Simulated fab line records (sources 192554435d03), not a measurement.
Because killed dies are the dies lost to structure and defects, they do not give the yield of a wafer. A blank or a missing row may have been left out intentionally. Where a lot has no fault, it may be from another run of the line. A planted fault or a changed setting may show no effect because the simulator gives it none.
The same fault as seen by 2 desks    flow n5-finfet    what lay behind the numbers comes last; until then each desk has only its own

== AT THE TOOL OWNER'S DESK: litho-track-05 ==
The tool's own readings at N5_PASSIVATION_PEB_28, given as means over the sampled wafers that have a number, one for each lot that went through this tool. If a lot's mean is further than 4 standard deviations from the usual mean, the lot is out of limits and carries the mark OUT (the distance appears in the brackets).
Columns: A = exhaust-pa at N5_PASSIVATION_PEB_28, usual 45.1 Pa
lot   first seen here  A
L134  day 15 01:20     46.6
L135  day 15 03:58     44.7
L139  day 15 19:06     45.1
L147  day 18 01:11     44.0
L153  day 20 14:38     44.4
Result from this desk: across the 5 lots, nothing is out of limits.

== METROLOGY DESK ==
What the gauges read, lot by lot, whatever tool the lot ran on: means of the sampled wafers that have a number. If a lot's mean is further than 4 standard deviations from the usual mean, the lot is out of limits and carries the mark OUT (the distance appears in the brackets).
Columns: A = TV_OVL at N5_PASSIVATION_OVL_MEAS_60, usual -5 nm; B = PAD_OVL at N5_PASSIVATION_OVL_MEAS_63, usual 2 nm
lot   first seen here  A    B
L134  day 15 00:05     -6   4
L135  day 15 01:53     -8   6
L131  day 15 13:13     -8   4
L137  day 15 17:16     -3   6
L139  day 15 17:28     -5   6
L138  day 16 05:11     -4   -0
L140  day 16 23:01     -4   -
L141  day 17 04:55     -1   -
L144  day 17 17:34     -16  -
L150  day 17 23:11     -12  0
L147  day 17 23:28     -7   2
L146  day 18 07:44     -7   -4
L151  day 19 21:06     -8   7
L152  day 20 00:35     -4   3
L153  day 20 13:08     1    1
Result from this desk: across the 15 lots, nothing is out of limits.

== PUT TOGETHER ==
The desk of the tool owner found nothing out of limits.
From the metrology desk's view, nothing was out of limits.

== WHAT HAD BEEN PUT IN BY THE SIMULATOR ==
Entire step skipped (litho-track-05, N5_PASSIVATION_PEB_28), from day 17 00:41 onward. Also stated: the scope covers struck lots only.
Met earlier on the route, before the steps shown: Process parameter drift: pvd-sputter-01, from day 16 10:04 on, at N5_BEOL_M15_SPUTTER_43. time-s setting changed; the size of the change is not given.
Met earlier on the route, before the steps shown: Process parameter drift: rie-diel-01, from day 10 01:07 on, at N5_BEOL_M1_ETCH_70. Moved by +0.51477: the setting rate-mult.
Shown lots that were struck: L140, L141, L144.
